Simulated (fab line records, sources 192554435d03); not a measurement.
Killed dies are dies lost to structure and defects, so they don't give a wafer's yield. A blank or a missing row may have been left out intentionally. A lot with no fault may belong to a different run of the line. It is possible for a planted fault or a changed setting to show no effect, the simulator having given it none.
Which tool did it?    flow n5_finfet    24 lots, 72 wafers sampled, at 1 step of a route of 1938

== WHAT EACH GAUGE READ, for each wafer ==
N5_GATE_CUT_CD_MEAS_13: target cd 20 nm.
lot   measured      on         cd_nm (nm)
L074  day 4 17:31   cd_sem-01  20.0 19.7 19.9
L075  day 4 19:49   cd_sem-02  20.3 20.2 19.8
L076  day 5 03:06   cd_sem-01  19.6 20.1 20.0
L077  day 5 05:44   cd_sem-02  20.8 20.6 19.9
L078  day 5 13:10   cd_sem-01  20.0 20.0 19.4
L079  day 5 20:34   cd_sem-03  20.3 20.2 20.6
L080  day 5 22:56   cd_sem-03  19.8 19.8 19.5
L081  day 6 05:59   cd_sem-01  20.0 20.2 20.5
L082  day 6 11:23   cd_sem-02  20.4 20.0 19.9
L083  day 6 18:39   cd_sem-03  20.5 20.4 20.2
L084  day 6 22:20   cd_sem-01  20.1 19.8 19.7
L085  day 7 12:40   cd_sem-01  20.3 20.1 20.5
L086  day 7 16:32   cd_sem-02  19.5 19.8 19.8
L087  day 7 18:08   cd_sem-01  19.5 20.0 19.4
L088  day 8 00:48   cd_sem-01  19.6 19.9 20.0
L089  day 8 07:35   cd_sem-02  19.5 20.3 20.2
L090  day 8 10:04   cd_sem-03  19.9 20.1 19.9
L091  day 8 18:41   cd_sem-03  19.6 19.7 19.6
L092  day 8 21:56   cd_sem-02  20.9 20.4 20.3
L093  day 9 07:06   cd_sem-02  20.3 19.8 20.4
L094  day 9 13:47   cd_sem-02  20.3 20.5 19.9
L095  day 9 18:42   cd_sem-03  19.8 19.8 19.5
L096  day 10 00:34  cd_sem-02  20.6 20.2 20.3
L097  day 10 07:07  cd_sem-01  20.6 20.3 20.7

== EACH LOT AND THE TOOL THAT RAN IT (in order: tool; ch and the chambers of the sampled wafers; start) ==
The record shows no process step preceding these readings.

== WHAT THE TOOLS THEMSELVES READ (means of the sampled wafers that have a number; where no wafer has one, the mark that the record gives instead) ==
The record holds no such reading with a usual standard deviation.

== THE ANSWER, worked out from the rows above alone ==
Rule: the usual values come from the lots themselves. The widest of any qualifying gaps counts: lots, ordered by their means at a reading, are off when they make up no more than a third of the lots, leave a main group of 4 or more, and stand apart from it by 3 or more times the standard deviation of that group's means. A main group whose means are all the same, to the digits that the tables above print for the reading, isn't used. Also off: a lot with no number at a reading for which 4 or more lots have one. Any other lot the step has rows for is counted as sound. The gauges are gone through in route order, then the tools' own readings, and for those a lot's mean is taken as printed above. At the first step where some lot is off, the reading lying furthest off is the one used; lots without a number count as furthest.
No lot is off at any reading shown: from this, nothing can be told.

== WHAT THE SIMULATOR HAD INSERTED ==
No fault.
